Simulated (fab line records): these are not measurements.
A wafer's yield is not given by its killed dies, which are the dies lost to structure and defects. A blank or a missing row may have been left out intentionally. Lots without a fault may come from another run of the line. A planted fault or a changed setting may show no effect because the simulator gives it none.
Chamber matching    flow nand harc    NHARC_THIN_TSV_DEP_43 on pecvd-01 has 3 sister chambers
The step deposits SiO2, target thk 1328.5 nm. 6 wafers are shown with their chamber, then 7 later ones without.

== WAFERS PAIRED WITH THEIR CHAMBERS ==
wafer   chamber  throttle valve pct (%)
L864.6  1        16.4
L868.2  2        16.6
L868.3  0        16.2
L868.4  1        16.4
L869.1  0        16.2
L869.4  2        16.7

== WAFERS WITH NO CHAMBER GIVEN ==
wafer   throttle valve pct (%)
L869.5  16.0
L873.1  16.0
L873.2  16.1
L873.3  15.8
L880.1  15.7
L880.2  16.3
L880.3  16.3

== EACH ONE'S CHAMBER ==
wafer    from the rows above       in truth
L869.5   0                         0
L873.1   0                         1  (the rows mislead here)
L873.2   0                         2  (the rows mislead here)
L873.3   0                         0
L880.1   0                         0
L880.2   can't be placed: 1 or 0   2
L880.3   can't be placed: 1 or 0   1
Placed correctly: 3 of 7. Not placeable from these rows: 2 (in 1, the candidates include the true chamber). Wrongly placed: 2.
How it was worked out, from the rows above alone: a wafer's distance from a chamber is the root of the sum, over the readings, of the square of ((its reading less the chamber's mean) divided by the reading's scatter). The wafer belongs to the nearest chamber; if the next one is less than 2 further off, it can't be placed. A chamber's mean is the mean of its shown wafers. How the scatter is found: for the shown wafers, subtract from each reading the mean of its chamber, square and add these, divide the total by (wafers less chambers), then take the root.
